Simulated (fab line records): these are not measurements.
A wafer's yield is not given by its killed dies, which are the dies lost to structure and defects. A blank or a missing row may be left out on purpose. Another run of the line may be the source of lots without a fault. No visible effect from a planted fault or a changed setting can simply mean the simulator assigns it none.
Struck lot and sound lot, side by side | flow n5Finfet | 14 steps out of a route of 1938
Sound: wafers L688.1, L688.5, L688.6. Struck: wafers L693.3, L693.4, L693.6. At the end, the cause is stated.
Order at every step that has rows: each side's tool, ch and its chambers, its first start. Under that, the readings that differ: sound wafers | struck wafers | difference of the means | sigmas: that difference in standard deviations of wafers without a fault.
alike: a reading whose means differ by less than 2 such deviations, as well as words and numbers matching on both sides. not compared: withheld readings; readings where some wafer has no value; bounds like >300 that might hide an equal value; numbers whose values overlap and for which the record gives no deviation.
Wherever a step has rows on one side only, a row that says differs or no value, or a row with sigmas, the two part there. Numbers that have no deviation but don't overlap get no sigmas and don't part them. Lack of a reading on every wafer of one side parts them only where that side has two or more wafers.

N5_BEOL_M5_STRIP_64: strips in CF4.
  sound on rieDiel-03 ch 0,1, day 11 01:41; struck on rieDiel-01 ch 0,2,3, day 11 10:06
reading                  | sound       | struck      | difference | sigmas
drypumpMotorCurrentA (A) | 5.1 5.1 5.4 | 6.4 6.1 6.1 | +1.0       | +2
  alike: oesProductAu, powerW, rfVppV, showerheadPlenumPTorr, throttleValvePct
  not compared: rfHoursCounterH
N5_BEOL_M5_HM_OPEN_17: chemistry Cl2/BCl3, target TiN, target depth 20 nm, overetch 6 nm.
  sound on rieMetal-01 ch 0,1, day 11 01:43; struck on rieMetal-02 ch 0,1, day 11 10:10
  alike: bcl3FlowSccm, drypumpMotorCurrentA, oesProductAu, throttleValvePct
  not compared: rfHoursCounterH
N5_BEOL_M5_STRIP_19: strips in O2.
  sound on rieDiel-02 ch 0,1,3, day 11 01:50; struck on rieDiel-03 ch 0,2, day 11 10:22
  alike: drypumpMotorCurrentA, o2FlowSccm, oesProductAu, rfVppV, showerheadPlenumPTorr, throttleValvePct
  not compared: rfHoursCounterH
N5_BEOL_M5_CD_MEAS_18: pitch 56 nm, target cd 28 nm.
  struck on cdSem-03, day 11 10:26; sound on cdSem-03, day 11 01:54
  alike: cdNm
then, 8 steps without rows for these wafers: N5_BEOL_M5_COAT_65 (time 60 s, resist thk 60 nm); N5_BEOL_M5_COAT_66 (time 60 s, resist thk 12 nm); N5_BEOL_M5_COAT_74 (time 60 s, resist thk 5 nm); N5_BEOL_M5_COAT_22 (resist thk 30 nm); N5_BEOL_M5_EBR_24; N5_BEOL_M5_SOFTBAKE_23 (time 60 s); N5_BEOL_M5_EXPOSE_25 (exposes mask V4, defocus 10 nm); N5_BEOL_M5_PEB_26 (peb time 60 s).
N5_BEOL_M5_DEVELOP_27: develop time 30 s.
  sound on lithoTrack-02 ch 0, day 11 02:10; struck on lithoTrack-01, day 11 11:39
  no value came back on the struck wafers for chillPlateTempC (C), developTimeS (s); on the sound wafers chillPlateTempC (C) reads 22.99 23.10 22.91
reading                                     | sound          | struck   | difference | sigmas
model.CAR-EUV_of_BEOL_M5_COAT_22.thkNm (nm) | 29.6 29.4 29.6 | 30 30 30 | +0         | 
N5_BEOL_M5_CD_MEAS_28: target cd 30.6 nm, target cd y 20 nm.
  sound on cdSem-02 ch 0, day 11 02:13; struck on cdSem-03 ch 0, day 11 11:43
reading   | sound             | struck | difference                    | sigmas
cdNm (nm) | 30.46 30.57 30.43 | - - -  | no value on the struck wafers | 

WHERE THEY PART
First at N5_BEOL_M5_STRIP_64; last, within this record, at N5_BEOL_M5_CD_MEAS_28.

WHY: what had been put in by the simulator
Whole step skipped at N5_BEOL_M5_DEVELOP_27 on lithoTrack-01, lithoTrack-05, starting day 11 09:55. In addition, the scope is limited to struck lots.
